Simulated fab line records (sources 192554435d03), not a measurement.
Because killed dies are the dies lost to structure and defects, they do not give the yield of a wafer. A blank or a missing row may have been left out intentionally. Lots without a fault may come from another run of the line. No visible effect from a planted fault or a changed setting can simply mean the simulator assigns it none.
2 desks, one fault ; flow n5 finfet ; what lay behind the numbers comes last; until then each desk has only its own

## DESK OF THE TOOL OWNER: rie diel-02
The tool's own readings at N5_FIN_CUT_ETCH_21 (etches SOC in N2/H2, target depth 219 nm, overetch 43.8 nm, time 523.5 s): means of the sampled wafers that have a number, for each lot that ran on this tool. The brackets show how far a lot's mean lies from the usual mean; more than 4 standard deviations puts the lot out of limits, marked OUT.
Columns: A = drypump motor current A at N5_FIN_CUT_ETCH_21, usual 5.6 A; B = n2 flow sccm at N5_FIN_CUT_ETCH_21, usual 200.0 sccm; C = oes product au at N5_FIN_CUT_ETCH_21, usual 0.72 a.u.; D = rf vpp V at N5_FIN_CUT_ETCH_21, usual 241.1 V; E = showerhead plenum p Torr at N5_FIN_CUT_ETCH_21, usual 2.57 Torr; F = throttle valve pct at N5_FIN_CUT_ETCH_21, usual 17.99 %
lot;first seen here;A;B;C;D;E;F
L491;day 2 21:10;5.9;199.9;0.76;241.0;2.56;17.94
L492;day 3 04:05;5.6;200.1;0.75;241.1;2.62;17.87
L504;day 6 02:35;5.7;200.2;0.77;241.3;2.58;18.01
L505;day 6 08:27;5.9;200.0;0.74;240.8;2.64;17.89
L507;day 6 21:09;5.9;200.5;0.78;242.0;2.61;17.99
L510;day 7 15:28;5.8;200.1;0.79;242.6;2.66;17.85
Result from this desk: across the 6 lots, nothing is out of limits.

## FROM THE METROLOGY DESK
What the gauges read for every lot (on any tool): the sampled wafers with a number, averaged. The brackets show how far a lot's mean lies from the usual mean; more than 4 standard deviations puts the lot out of limits, marked OUT. Of its 11 readings 7 are shown: those that lie furthest out on some lot.
Columns: A = DIBL_P at N5_BEOL_M4_RC_MEAS_101, usual 35.7 mV/V; B = ION_N at N5_BEOL_M4_RC_MEAS_101, usual 673 uA/um; C = ION_P at N5_BEOL_M4_RC_MEAS_101, usual 462 uA/um; D = SS_N at N5_BEOL_M4_RC_MEAS_101, usual 71.4 mV/dec; E = VT_N at N5_BEOL_M4_RC_MEAS_101, usual 249.7 mV; F = VT_P at N5_BEOL_M4_RC_MEAS_101, usual -250 mV; G = PASS_OPEN_OVL at N5_PASSIVATION_OVL_MEAS_66, usual -2 nm
lot;first seen here;A;B;C;D;E;F;G
L491;day 8 15:06;32.8;682;476;71.3;248.2;-246;1
L492;day 8 17:19;35.8;662;451;71.7;253.1;-254;5
L494;day 9 06:56;37.3;677;450;72.2;249.7;-253;1
L500;day 10 21:25;36.2;671;460;71.6;250.4;-250;5
L504;day 11 15:35;36.9;686;470;71.7;247.8;-246;0
L505;day 12 12:33;37.0;686;465;71.9;246.0;-250;-6
L506;day 12 17:29;37.5;680;464;71.4;248.1;-249;-1
L507;day 12 18:56;33.5;660;452;71.3;252.2;-254;-1
L510;day 15 05:43;35.1;675;470;71.0;247.4;-244;4
Result from this desk: across the 9 lots, nothing is out of limits.

## TAKEN TOGETHER
Nothing out of limits was seen by the tool owner's desk.
From the metrology desk's view, nothing was out of limits.

## WHAT THE SIMULATOR HAD INSERTED
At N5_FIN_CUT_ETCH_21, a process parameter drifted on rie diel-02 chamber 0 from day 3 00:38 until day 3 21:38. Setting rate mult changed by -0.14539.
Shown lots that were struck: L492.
